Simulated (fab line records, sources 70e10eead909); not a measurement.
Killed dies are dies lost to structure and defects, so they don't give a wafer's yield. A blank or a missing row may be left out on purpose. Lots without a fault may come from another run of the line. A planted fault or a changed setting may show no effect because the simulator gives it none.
Which tool did it? | flow nand_harc | 13 lots, 39 wafers sampled, at 5 steps of a route of 1302

WHAT THE GAUGES READ, wafer by wafer
NHARC_A_BONDPAD_OVL_MEAS_35.
lot  | measured     | on         | overlay_x_nm (nm) | overlay_y_nm (nm)
L854 | day 25 16:54 | overlay-01 | 2 2 2             | 7 7 7
L855 | day 25 22:11 | overlay-02 | 3 3 3             | -1 -2 -1
L856 | day 26 02:14 | overlay-02 | -5 -4 -4          | 4 3 4
L857 | day 26 08:38 | overlay-01 | 8 7 7             | 1 1 1
L858 | day 26 17:45 | overlay-02 | -3 -4 -3          | -3 -3 -3
L860 | day 27 07:26 | overlay-01 | 0 0 0             | 1 1 1
L859 | day 27 12:05 | overlay-02 | 2 3 2             | -11 -11 -11
L862 | day 27 19:35 | overlay-01 | 1 1 1             | 0 0 -1
L863 | day 28 14:59 | overlay-02 | 8 9 8             | -9 -10 -9
L865 | day 29 12:57 | overlay-02 | -3 -3 -4          | 2 3 2
L871 | day 31 18:26 | overlay-01 | 4 3 3             | 6 6 6
L873 | day 32 05:03 | overlay-02 | -5 -6 -6          | 4 4 5
L872 | day 32 06:53 | overlay-02 | -2 -2 -2          | 0 0 -1

NHARC_A_BONDPAD_INSPECT_23.
lot  | measured     | on                | raw_defect_count
L854 | day 25 19:38 | defect_inspect-01 | 383 310 387
L855 | day 26 00:58 | defect_inspect-01 | 504 529 458
L856 | day 26 05:07 | defect_inspect-01 | 398 554 502
L857 | day 26 11:23 | defect_inspect-01 | 530 566 546
L858 | day 26 20:27 | defect_inspect-02 | 628 696 573
L860 | day 27 10:09 | defect_inspect-02 | 534 570 432
L859 | day 27 14:47 | defect_inspect-01 | 442 418 367
L862 | day 27 22:16 | defect_inspect-01 | 474 535 528
L863 | day 28 17:39 | defect_inspect-02 | 542 773 545
L865 | day 29 15:37 | defect_inspect-01 | 648 460 628
L871 | day 31 21:10 | defect_inspect-01 | 534 568 642
L873 | day 32 07:57 | defect_inspect-01 | 602 703 468
L872 | day 32 09:34 | defect_inspect-01 | 490 560 564

NHARC_END_SORT_01.
lot  | measured     | on        | defect_limited_yield (%) | killed_at_array | killed_at_other | killed_at_periphery | killed_dies | killed_open | killed_short
L854 | day 27 00:02 | prober-02 | 95 96 95                 | 22 21 36        | 0 0 0           | 9 5 1               | 31 26 37    | 4 4 1       | 3 3 5
L855 | day 27 06:09 | prober-01 | 92 92 92                 | 55 53 51        | 0 1 0           | 1 2 4               | 56 56 55    | 5 4 1       | 2 0 3
L856 | day 27 14:42 | prober-01 | 91 91 92                 | 58 62 50        | 0 0 0           | 3 2 6               | 61 64 56    | 5 2 3       | 1 2 3
L857 | day 27 18:27 | prober-02 | 88 90 90                 | 80 68 65        | 0 1 0           | 3 1 1               | 83 70 66    | 3 3 1       | 2 2 0
L858 | day 28 05:12 | prober-01 | 89 91 90                 | 66 51 60        | 2 5 3           | 4 3 3               | 72 59 66    | 2 4 3       | 2 3 2
L860 | day 28 16:09 | prober-01 | 87 85 86                 | 86 98 93        | 0 1 0           | 3 1 1               | 89 100 94   | 3 0 0       | 4 6 4
L859 | day 28 15:20 | prober-02 | 91 92 91                 | 51 48 47        | 2 1 1           | 8 4 13              | 61 53 61    | 5 0 5       | 1 4 1
L862 | day 29 01:25 | prober-02 | 88 88 87                 | 80 75 85        | 1 2 1           | 3 2 3               | 84 79 89    | 3 1 2       | 3 2 1
L863 | day 29 22:45 | prober-01 | 87 84 86                 | 79 99 87        | 0 2 2           | 9 7 3               | 88 108 92   | 1 1 2       | 4 2 2
L865 | day 30 17:33 | prober-02 | 90 89 89                 | 68 71 66        | 0 3 5           | 2 3 6               | 70 77 77    | 2 4 4       | 3 4 3
L871 | day 33 06:11 | prober-01 | 0 0 0                    | 668 673 671     | 1 0 1           | 8 4 5               | 677 677 677 | 3 3 6       | 5 2 1
L873 | day 33 14:02 | prober-01 | 92 91 92                 | 47 56 50        | 1 1 0           | 4 3 1               | 52 60 51    | 3 1 3       | 3 3 1
L872 | day 33 14:00 | prober-02 | 0 0 0                    | 669 673 667     | 0 0 0           | 8 4 10              | 677 677 677 | 3 3 5       | 6 1 1

WHICH TOOL RAN EACH LOT (tool, then ch and the chambers of the sampled wafers, then the start)
lot  | NHARC_A_BONDPAD_PVD_27       | NHARC_HYBRID_BOND_ACTIVATE_00
L854 | pvd_sputter-02, day 25 18:16 | rie_diel-12 ch 2,3, day 25 19:43
L855 | pvd_sputter-02, day 25 23:35 | rie_diel-07 ch 0,1,3, day 26 01:02
L856 | pvd_sputter-03, day 26 03:35 | rie_diel-07 ch 0,1,2, day 26 05:13
L857 | pvd_sputter-01, day 26 10:02 | rie_diel-07 ch 2,3, day 26 11:26
L858 | pvd_sputter-02, day 26 19:04 | rie_diel-12 ch 0,1,3, day 26 20:32
L860 | pvd_sputter-02, day 27 08:44 | rie_diel-07 ch 0,1,3, day 27 10:13
L859 | pvd_sputter-03, day 27 13:23 | rie_diel-07 ch 1,2, day 27 14:50
L862 | pvd_sputter-03, day 27 20:53 | rie_diel-09 ch 2,3, day 27 22:19
L863 | pvd_sputter-02, day 28 16:16 | rie_diel-07 ch 0,1,2, day 28 17:43
L865 | pvd_sputter-03, day 29 14:14 | rie_diel-07 ch 0,1,2, day 29 15:41
L871 | pvd_sputter-03, day 31 19:45 | -
L873 | pvd_sputter-02, day 32 06:23 | rie_diel-07 ch 0,3, day 32 08:01
L872 | pvd_sputter-02, day 32 08:11 | -
- NHARC_A_BONDPAD_PVD_27: deposits Cu, target thk 30 nm, time 20.49 s.
- NHARC_HYBRID_BOND_ACTIVATE_00: chemistry N2, time 60 s.

WHAT THE TOOLS THEMSELVES READ (means of the sampled wafers that have a number; where no wafer has one, the mark that the record gives instead)
NHARC_A_BONDPAD_PVD_27.
lot  | tool           | cathode_dc_power_W (W) | chamber_pressure_pa (Pa) | throttle_valve_pct (%)
L854 | pvd_sputter-02 | 5000.6                 | 5.011                    | 29.9
L855 | pvd_sputter-02 | 5000.2                 | 5.005                    | 30.2
L856 | pvd_sputter-03 | 4999.7                 | 4.994                    | 29.8
L857 | pvd_sputter-01 | 5000.0                 | 5.005                    | 31.2
L858 | pvd_sputter-02 | 4999.3                 | 4.995                    | 29.8
L860 | pvd_sputter-02 | 5000.0                 | 4.998                    | 29.3
L859 | pvd_sputter-03 | 5000.2                 | 4.997                    | 29.6
L862 | pvd_sputter-03 | 4999.5                 | 4.991                    | 29.8
L863 | pvd_sputter-02 | 5000.0                 | 5.003                    | 30.0
L865 | pvd_sputter-03 | 4999.4                 | 4.989                    | 29.2
L871 | pvd_sputter-03 | -                      | -                        | -
L873 | pvd_sputter-02 | 4999.4                 | 4.996                    | 30.0
L872 | pvd_sputter-02 | -                      | -                        | -

NHARC_HYBRID_BOND_ACTIVATE_00.
lot  | tool        | drypump_motor_current_A (A) | oes_product_au (a.u.) | rf_vpp_V (V) | showerhead_plenum_p_Torr (Torr)
L854 | rie_diel-12 | 5.7                         | 1.008                 | 64.6         | 1.71
L855 | rie_diel-07 | 5.6                         | 0.998                 | 64.3         | 1.79
L856 | rie_diel-07 | 5.9                         | 1.006                 | 63.9         | 1.79
L857 | rie_diel-07 | 6.4                         | 0.993                 | 63.7         | 1.78
L858 | rie_diel-12 | 6.1                         | 1.007                 | 62.6         | 1.68
L860 | rie_diel-07 | 5.6                         | 1.007                 | 64.0         | 1.79
L859 | rie_diel-07 | 5.8                         | 0.998                 | 64.6         | 1.78
L862 | rie_diel-09 | 6.2                         | 1.016                 | 64.4         | 1.80
L863 | rie_diel-07 | 5.8                         | 0.995                 | 64.0         | 1.79
L865 | rie_diel-07 | 5.8                         | 0.999                 | 63.8         | 1.79
L873 | rie_diel-07 | 5.8                         | 1.004                 | 64.9         | 1.79

THE ANSWER, worked out from the rows above alone
Rule: what is usual is taken from the lots themselves. Put in order of their means at a reading, lots are off if they are a third of the lots or fewer, leave a main group of 4 or more, and stand apart from it by a gap of 3 or more times the standard deviation of the main group's means; of several such gaps the widest counts. A main group whose means are all the same, to the digits that the tables above print for the reading, isn't used. A lot without any number at a reading at which 4 lots or more have one is off too. The other lots that the step has rows for count as sound. The gauges are gone through in route order, then the tools' own readings, and for those a lot's mean is taken as printed above. The first step at which some lot is off is used, and at that step the reading that is off furthest; a lot without a number counts as furthest.
Off: L871, L872, at NHARC_END_SORT_01 (killed_dies). The main group: mean 68, standard deviation 18.
A tool fits if, at a process step before that reading, it ran every lot that is off, and no sound lot after the first of them. The gauges at NHARC_END_SORT_01 aren't tried: what is off there is off at NHARC_A_BONDPAD_PVD_27 too, on other tools, and a gauge's error can't cause that. None of those tried fits.

WHAT THE SIMULATOR HAD PUT IN
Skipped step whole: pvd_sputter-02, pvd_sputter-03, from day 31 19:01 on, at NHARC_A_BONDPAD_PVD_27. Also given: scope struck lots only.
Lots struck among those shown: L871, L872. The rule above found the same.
